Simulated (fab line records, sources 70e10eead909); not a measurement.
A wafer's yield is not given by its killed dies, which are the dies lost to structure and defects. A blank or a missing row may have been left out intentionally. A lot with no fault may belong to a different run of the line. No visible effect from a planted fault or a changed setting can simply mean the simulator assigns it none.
Problem report, 8D (eight disciplines) form, completed by code + flow nand_harc + the parts of the form that need people (team, actions taken, sign-off) are left out

## 1. PROBLEM STATEMENT
Wafers without a fault read 65.4 s, standard deviation 0.41; run_length_s at NHARC_A_M0_ETCH_34 reads a mean of 53.2 s on 2 wafers belonging to 2 lots. That is -30 standard deviations from the usual mean.
The step: etches the open film in N2/H2, target depth 40 nm, overetch 12 nm, time 43.94 s.
The first sign was on wafer L242.4 at day 27 17:46, on rie_diel-04. At this step, 35 wafers from 12 lots have a number in the record. By rule, "out" or "out of limits" means more than 4 standard deviations away from the usual mean. The rest of the wafers with a number are treated as sound.

## 2. WHAT IT IS; WHAT IT IS NOT
| question                    | is                | is not                                                                                                         |
|-----------------------------|-------------------|----------------------------------------------------------------------------------------------------------------|
| which readings at this step | run_length_s      | drypump_motor_current_A, mfc_ar_sccm, oes_product_au, rf_vpp_V, showerhead_plenum_p_Torr, throttle_valve_pct   |
| which lots                  | L241, L242        | L232, L233, L234, L246, L247, L249, L250, L251, L252, L254                                                     |
| which wafers of those lots  | L241.4, L242.4    | L241.1, L241.6, L242.1                                                                                         |
| read on which tools         | rie_diel-04       | rie_diel-02, rie_diel-09                                                                                       |
| when                        | from day 27 17:46 | up to then (10 sound wafers); but 23 sound wafers of L241, L246, L247, L249, L250, L251, L252, L254 came after |

## 3. THE SUSPECTS, EACH WITH WHAT RULES IT OUT
Counting: a tool at a process step up to the reading stays a suspect if it ran every lot that is out. Sound lots after the first of them don't rule it out here, since some wafers of a struck lot are sound.
- rie_diel-12 at NHARC_A_BLC_ETCH_18 (etches the open film in C4F8/O2/Ar, target depth 910 nm): kept. Every lot that is out went through it, the first being L242 (day 27 16:09); the last sound lot it ran before that was L233 (day 23 23:59). NHARC_A_BLC_ETCH_18 gives no start for some lots, so the hours and the order of its lots are those of NHARC_A_BLC_CMP_25.
- rie_diel-04 at NHARC_A_M0_ETCH_34 (etches the open film in N2/H2, target depth 40 nm, overetch 12 nm, time 43.94 s): kept. Every lot that is out went through it, the first being L242 (day 27 17:46); the last sound lot it ran before that was L233 (day 24 01:34). Its own run_length_s readings are out on those wafers.
Remaining after the count are rie_diel-12 at NHARC_A_BLC_ETCH_18 and rie_diel-04 at NHARC_A_M0_ETCH_34.

## 4. THE CAUSE (what the simulator had put in)
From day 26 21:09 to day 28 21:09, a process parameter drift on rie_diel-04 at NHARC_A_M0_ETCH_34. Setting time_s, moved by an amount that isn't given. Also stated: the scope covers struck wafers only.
Counting leaves 2 suspects; this tool is one of them.

## 5. SEQUENCE OF EFFECTS, ordered by route
Rows list readings where the struck wafers' mean (over those with a number) sits beyond 3 standard deviations from the usual. Only readings whose record carries a usual standard deviation are examined. hours: median over the lots of the time between each lot's start at the first step of this table that gives one and its start at this step. sigmas: the change, counted in usual standard deviations.
| hours | step               | reading      | usual  | on struck wafers | change | sigmas |
|-------|--------------------|--------------|--------|------------------|--------|--------|
| 0     | NHARC_A_M0_ETCH_34 | run_length_s | 65.4 s | 53.2             | -12.2  | -30    |
Here are the process steps it includes:
- NHARC_A_M0_ETCH_34: etches the open film in N2/H2, target depth 40 nm, overetch 12 nm, time 43.94 s.
At these later measuring or inspecting steps, every struck wafer for which the step has a row has a number for every such reading, and none has moved that far: NHARC_END_SORT_01.

## 6. HOW IT WOULD HAVE BEEN CAUGHT EARLIER
First out-of-limits reading in this record: day 27 17:46, which is 21 hours after fault onset at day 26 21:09.
